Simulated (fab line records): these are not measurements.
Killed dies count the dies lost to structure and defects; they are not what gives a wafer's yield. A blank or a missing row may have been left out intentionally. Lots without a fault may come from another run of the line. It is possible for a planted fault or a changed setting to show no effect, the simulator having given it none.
fab line records	flow n5Finfet
record: lots: 11	wafers: 32	lastDay: 17
route steps=1938 shown GATE_CUT@491
lots with no fault: from the same line, run without faults
startH: hours from the record's opening day to when the first of the lot's shown wafers began	waitH: hours from the lot's prior step to this one	" same as the row above	L1.1+2: several wafers, shown together as one row	- no value, or no start was given	* or withheld: withheld	< > ~ a bound
route shown NAME@n: NAME is a module with steps in the file, n the number in the route of the first one	usual: mean/standard deviation taken from wafers without a fault	same: alike in all rows	chamber/n: place in a boat	sites: the reading at each site	_std_site: their standard deviation	_edge_site: outer sites' mean less inner sites'	radiusMm: how far each site lies from the wafer's centre	mask NAME#n: copy n	behind: tool/chamber where the wafer was last shaped	hold: what put the lot on hold/how long, in hours/how the hold closed	device: the transistor (n, p or np) that didn't switch	end of line: the route-end tests of the same wafers	step lacking rows: just its recipe	killed: not the wafer's yield, but the dies lost to structure and defects at the first sort	map: shows each die of a wafer: x if killed, . if not, _ if none is there
set.NAME: the setting the step ran with; set.NAME@STEP: the setting that earlier step ran with	model.NAME: the simulator's own value behind a step, which no gauge read
route steps across a sampled set of lots; one table per step, one row per wafer
services: the hour from which a tool's chamber was out of use, counted from the record's first day as startH (under 0 if before that day), plus the number of hours and why
== steps ==
step: N5_GATE_CUT_ETCH_28
recipe: chemistry: N2/H2	target: underlayer	targetDepthA: 130	maskMaterial: CAR-EUV	timeS: 10.4	ionEnergyEv: 200	pressureMtorr: 30	sourceW: 840	biasW: 150	n2FlowSccm: 200	h2FlowSccm: 200	ends: cleared
usual: biasW: 150.0/0.44	chamberPressureMTorr: 30.00/0.03	drypumpMotorCurrentA: 5.6/0.37	etchRfOnTimeS: 10.4/0.37	oesProductAu: 0.68/0.075	rfVppV: 525.3/1.8	showerheadPlenumPTorr: 2.59/0.06	throttleValvePct: 17.66/0.26
lot.wafer	tool	chamber	startH	waitH	biasW	chamberPressureMTorr	drypumpMotorCurrentA	etchRfOnTimeS	oesProductAu	rfHoursCounterH	rfVppV	showerheadPlenumPTorr	throttleValvePct
L350.1	rieDiel-04	2	107.64	0.0	149.9	29.98	6.0	10.2	0.60	235	526.3	2.60	18.06
L350.5	"	0	"	"	150.3	29.97	5.5	10.6	0.65	-	526.5	2.64	17.71
L350.6	"	1	"	"	150.1	30.01	5.0	10.0	0.66	-	526.0	2.68	17.68
L351.3	rieDiel-05	1	115.63	0.0	150.3	30.00	5.6	10.5	0.77	22	525.7	2.60	17.64
L351.4	"	1	"	"	150.0	30.02	5.6	10.5	0.76	-	526.1	2.60	17.65
L351.5	"	0	"	"	150.3	29.97	5.0	9.9	0.64	-	527.5	2.63	17.74
L352.2	rieDiel-04	0	119.04	0.0	150.3	30.01	5.4	10.5	0.65	150	528.3	2.64	17.68
L352.4	"	1	"	"	150.8	29.98	5.0	9.9	0.67	143	526.8	2.67	17.68
L352.6	"	1	"	"	149.5	30.05	5.0	10.0	0.66	-	527.0	2.67	17.71
L355.1	rieDiel-01	0	138.65	0.0	150.6	29.98	5.6	10.6	0.59	226	521.8	2.49	17.76
L355.4	"	2	"	"	149.6	29.99	5.8	10.0	0.79	26	523.3	2.48	17.85
L355.5	"	1	"	"	149.7	30.02	5.7	10.9	0.72	-	529.4	2.70	17.91
L356.1	rieDiel-05	1	148.31	0.0	149.9	29.98	5.6	10.6	0.75	33	524.9	2.59	17.69
L356.3	"	0	"	"	150.0	29.94	5.0	9.9	0.63	203	525.6	2.63	17.77
L356.6	"	0	"	"	149.5	30.02	5.0	9.9	0.62	-	526.3	2.63	17.79
L361.2	rieDiel-05	2	176.28	0.0	150.7	30.04	5.7	10.6	0.79	23	526.2	2.58	17.47
L361.5	"	0	"	"	150.0	30.00	5.0	10.0	0.62	-	524.6	2.62	17.81
L361.6	"	3	"	"	148.9	30.04	5.8	11.2	0.78	-	526.7	2.58	17.01
L362.3	rieDiel-04	3	177.82	0.0	150.5	29.97	6.1	9.9	0.71	-	523.2	2.53	17.21
L362.5	"	3	"	"	150.2	30.03	6.1	9.8	0.70	-	525.0	2.53	17.17
L363.1	rieDiel-01	0	185.95	0.0	149.5	30.06	5.6	10.4	0.58	242	522.2	2.49	17.77
L363.3	"	1	"	"	149.8	29.99	5.7	10.8	0.71	62	530.0	2.69	17.94
L363.5	"	1	"	"	149.5	29.94	5.7	10.8	0.71	-	527.2	2.69	17.93
L364.2	rieDiel-04	2	197.26	0.0	150.5	30.02	6.0	10.0	0.87	0	525.6	2.59	17.72
L364.4	"	3	"	"	150.3	30.03	6.1	9.9	0.69	119	524.1	2.53	17.21
L364.5	"	3	"	"	150.4	29.99	6.1	9.9	0.70	-	524.1	2.53	17.22
L367.1	rieDiel-05	0	212.61	0.0	150.0	29.98	5.0	10.1	0.61	224	526.4	2.62	17.83
L367.2	"	2	"	"	150.3	29.97	5.7	10.7	0.76	34	524.7	2.58	17.49
L367.4	"	3	"	"	149.9	29.93	5.8	11.4	0.73	13	525.3	2.58	17.03
L369.2	rieDiel-01	3	222.23	0.0	149.6	29.95	6.2	10.4	0.80	12	522.2	2.51	17.55
L369.5	"	2	"	"	149.6	30.01	5.8	10.1	0.75	-	522.5	2.47	17.90
L369.6	"	1	"	"	149.3	30.02	5.7	10.9	0.70	-	526.9	2.69	17.95
step: N5_GATE_CUT_CUT_ETCH_53
recipe: chemistry: SF6/Cl2	target: W	maskMaterial: SiO2	targetDepthA: 792	pressureMtorr: 8	icpW: 900	biasW: 80	SF6_flow_sccm: 40	Cl2_flow_sccm: 60	ends: cleared
usual: SF6_flow_sccm: 39.96/0.11	biasW: 79.95/0.24	drypumpMotorCurrentA: 5.5/0.48	etchRfOnTimeS: 26.0/0.62	oesProductAu: 0.72/0.13	throttleValvePct: 29.14/0.3
lot.wafer	tool	chamber	startH	waitH	SF6_flow_sccm	biasW	drypumpMotorCurrentA	etchRfOnTimeS	oesProductAu	rfHoursCounterH	throttleValvePct
L350.1	rieMetal-03	1	108.00	0.1	39.95	80.17	6.0	25.8	0.89	2	28.59
L350.5	"	1	"	"	40.02	80.23	6.0	25.8	0.89	-	28.58
L350.6	"	0	"	"	39.93	79.78	6.0	27.4	0.63	-	29.40
L351.3	rieMetal-02	1	116.03	0.1	39.76	79.73	4.7	25.4	0.61	-	29.50
L351.4	"	1	"	"	39.74	79.85	4.7	25.6	0.61	-	29.48
L351.5	"	1	"	"	39.79	79.99	4.7	25.6	0.60	-	29.48
L352.2	rieMetal-01	0	119.41	0.1	40.00	80.01	5.6	25.6	0.53	137	28.96
L352.4	"	1	"	"	40.00	80.15	5.9	25.8	0.82	-	29.01
L352.6	"	1	"	"	39.98	80.57	5.9	25.5	0.82	-	29.02
L355.1	rieMetal-01	0	139.01	0.1	40.08	80.00	5.6	25.7	0.53	138	28.97
L355.4	"	1	"	"	40.08	79.49	5.9	26.0	0.81	-	29.00
L355.5	"	1	"	"	39.96	79.98	5.9	25.9	0.81	-	28.99
L356.1	rieMetal-02	0	148.67	0.1	40.02	79.70	5.6	25.9	0.83	3	29.20
L356.3	"	1	"	"	39.63	79.95	4.7	25.7	0.59	-	29.49
L356.6	"	1	"	"	39.93	79.73	4.7	25.6	0.60	-	29.49
L361.2	rieMetal-03	0	176.64	0.1	39.96	79.98	6.0	27.7	0.62	82	29.41
L361.5	"	1	"	"	39.87	79.24	6.0	26.2	0.84	-	28.59
L361.6	"	0	"	"	39.83	79.74	6.1	27.6	0.62	-	29.41
L362.3	rieMetal-01	0	178.36	0.1	39.75	79.68	5.6	25.4	0.90	-	28.82
L362.5	"	1	"	"	39.97	80.01	5.9	26.2	0.79	-	29.01
L363.1	rieMetal-02	0	186.31	0.1	39.93	79.85	5.6	25.5	0.82	6	29.18
L363.3	"	1	"	"	40.28	79.72	4.7	25.9	0.59	-	29.49
L363.5	"	0	"	"	39.88	79.51	5.6	25.5	0.82	-	29.19
L364.2	rieMetal-02	1	197.62	0.1	39.96	80.02	4.7	25.8	0.58	101	29.49
L364.4	"	1	"	"	40.05	79.77	4.7	26.1	0.59	-	29.50
L364.5	"	1	"	"	39.77	80.15	4.7	25.8	0.59	-	29.50
L367.1	rieMetal-02	1	212.97	0.1	39.97	79.91	4.7	26.1	0.58	102	29.52
L367.2	"	0	"	"	40.03	79.83	5.6	25.8	0.80	8	29.20
L367.4	"	0	"	"	39.86	80.16	5.6	25.8	0.80	-	29.20
L369.2	rieMetal-01	1	222.59	0.1	40.23	79.91	5.8	25.5	0.79	22	29.02
L369.5	"	0	"	"	39.90	80.27	5.7	25.3	0.85	-	28.85
L369.6	"	1	"	"	39.80	79.80	5.8	25.7	0.77	-	29.01
step: N5_GATE_CUT_VAPOR_ETCH_48
recipe: chemistry: BCl3/Cl2	target: TiN	mode: isotropic
usual: drypumpMotorCurrentA: 5.5/0.48	heBacksideLeakSccm: 3.44/0.28	oesProductAu: 0.79/0.14
lot.wafer	tool	chamber	startH	waitH	drypumpMotorCurrentA	heBacksideLeakSccm	oesProductAu
L350.1	rieMetal-03	1	108.18	0.0	6.0	3.49	1.00
L350.5	"	1	"	"	6.0	3.39	1.00
L350.6	"	0	"	"	6.0	3.20	0.72
L351.3	rieMetal-02	1	116.37	0.1	4.7	3.53	0.67
L351.4	"	1	"	"	4.7	3.66	0.66
L351.5	"	1	"	"	4.7	3.58	0.67
L352.2	rieMetal-01	0	119.59	0.0	5.6	3.23	0.58
L352.4	"	1	"	"	5.9	3.53	0.89
L352.6	"	1	"	"	5.9	3.42	0.89
L355.1	rieMetal-01	0	139.19	0.0	-	-	-
L355.4	"	1	"	"	-	-	-
L355.5	"	1	"	"	-	-	-
L356.1	rieMetal-02	0	148.85	0.0	-	-	-
L356.3	"	1	"	"	-	-	-
L356.6	"	1	"	"	-	-	-
L361.2	rieMetal-03	0	176.82	0.0	6.1	3.29	0.71
L361.5	"	1	"	"	6.0	3.53	0.94
L361.6	"	0	"	"	6.0	3.30	0.70
L362.3	rieMetal-01	0	178.53	0.0	5.6	3.11	1.00
L362.5	"	1	"	"	5.9	3.46	0.88
L363.1	rieMetal-02	0	186.49	0.0	5.6	3.36	0.90
L363.3	"	1	"	"	4.7	3.67	0.65
L363.5	"	0	"	"	5.6	3.43	0.91
L364.2	rieMetal-02	1	197.80	0.0	4.7	3.58	0.65
L364.4	"	1	"	"	4.7	3.59	0.65
L364.5	"	1	"	"	4.7	3.60	0.65
L367.1	rieMetal-02	1	213.15	0.0	4.7	3.61	0.64
L367.2	"	0	"	"	5.6	3.56	0.90
L367.4	"	0	"	"	5.6	3.66	0.89
L369.2	rieMetal-01	1	222.77	0.0	5.9	3.38	0.84
L369.5	"	0	"	"	5.6	3.27	0.93
L369.6	"	1	"	"	5.9	3.44	0.85
step: N5_GATE_CUT_ALD_22
recipe: material: SiNx	targetThkA: 160	tempC: 400	aldPrecursorFamily: SiH2I2	aldCoReactant: N2/H2-plasma	pulseTimeS: 1	aldCycles: 320	purgeTimeS: 2	coReactantPurgeTimeS: 2	pressureTorr: 2
usual: heaterPowerW: 803/68	precursorPulseHeightRel: 1.000/0.021
same: aldCycles: 320
lot.wafer	tool	chamber	startH	waitH	heaterPowerW	precursorPulseHeightRel
L350.1	aldSin-01	1	108.45	0.0	811	1.009
L350.5	"	1	"	"	850	1.006
L350.6	"	0	"	"	669	1.006
L351.3	aldSin-03	2	117.96	1.3	816	0.981
L351.4	"	1	"	"	768	1.012
L351.5	"	1	"	"	767	0.989
L352.2	aldSin-03	1	119.86	0.0	748	0.989
L352.4	"	3	"	"	905	1.002
L352.6	"	2	"	"	830	1.000
L355.1	aldSin-04	3	139.46	0.0	813	0.990
L355.4	"	2	"	"	880	0.999
L355.5	"	0	"	"	800	1.004
L356.1	aldSin-03	3	149.12	0.0	924	1.007
L356.3	"	2	"	"	812	0.996
L356.6	"	1	"	"	738	1.015
L361.2	aldSin-04	0	177.34	0.3	807	1.001
L361.5	"	3	"	"	790	1.029
L361.6	"	0	"	"	804	1.003
L362.3	aldSin-01	1	178.79	0.0	840	1.002
L362.5	"	1	"	"	858	0.994
L363.1	aldSin-01	3	186.98	0.3	781	1.041
L363.3	"	1	"	"	813	1.007
L363.5	"	1	"	"	854	0.984
L364.2	aldSin-01	3	198.13	0.0	782	0.972
L364.4	"	0	"	"	682	1.015
L364.5	"	3	"	"	768	0.965
L367.1	aldSin-01	2	213.42	0.0	846	1.035
L367.2	"	0	"	"	674	1.045
L367.4	"	1	"	"	868	0.982
L369.2	aldSin-03	3	223.04	0.0	922	1.009
L369.5	"	2	"	"	797	0.977
L369.6	"	1	"	"	710	1.014
== services ==
tool	chamber	startH	hours	kind
aldSin-01	2	86.81	36.7	repair
rieDiel-05	2	97.64	-	clean
rieDiel-05	2	97.64	-	consumableReplace:focusRing
rieDiel-05	2	97.64	18.7	scheduledDown
rieDiel-01	-	100.88	0.9	repair
rieMetal-02	0	101.59	-	clean
rieMetal-02	0	101.59	17.6	scheduledDown
rieMetal-02	0	101.59	17.6	ventCycle
aldSin-03	2	111.45	3.5	repair
aldSin-04	3	118.43	18.7	repair
rieDiel-04	0	135.51	2.6	repair
rieDiel-04	2	137.67	9.0	repair
rieMetal-03	-	149.00	0.4	repair
rieDiel-05	3	154.00	3.5	repair
rieDiel-04	-	156.29	1.1	repair
rieMetal-01	0	159.85	-	clean
rieMetal-01	0	159.85	12.2	scheduledDown
rieMetal-01	0	159.85	12.2	ventCycle
rieDiel-04	1	173.36	6.0	repair
aldSin-03	-	176.92	14.0	pm
rieDiel-05	-	200.69	1.2	repair
rieDiel-04	3	204.29	12.3	repair
rieDiel-01	-	205.20	14.6	pm
aldSin-01	-	222.70	1.0	repair
== key ==
firstSign: step: N5_GATE_CUT_VAPOR_ETCH_48	reading: toolRecord	direction: missing
effect none on later readings
metAt N5_GATE_CUT_VAPOR_ETCH_48
struckLots L355,L356
testerLeftOut L355,L356
baselineLoss: step: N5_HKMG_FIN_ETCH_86	wafers: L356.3
notActingAt N5_GATE_CUT_ETCH_28,N5_GATE_CUT_CUT_ETCH_53,N5_GATE_CUT_ALD_22
onsetBetween 119.59 139.19
fault: kind: skippedStepWhole	tool: rieMetal-01,rieMetal-02	chamber: -	onsetH: 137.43	steps: N5_GATE_CUT_VAPOR_ETCH_48	scope: struckLotsOnly
testerLeftOut: of these lots the tester's yield and bins aren't shown, on N5 and GAA mostly nor the transistor test; their killed dies are dies lost to structure and defects alone, not to doping, threshold or leakage, so they don't give the yield
baselineLoss: these wafers lose ten dies or more at that step, a loss of the line's own and not of a fault; the sort's usual values leave them out
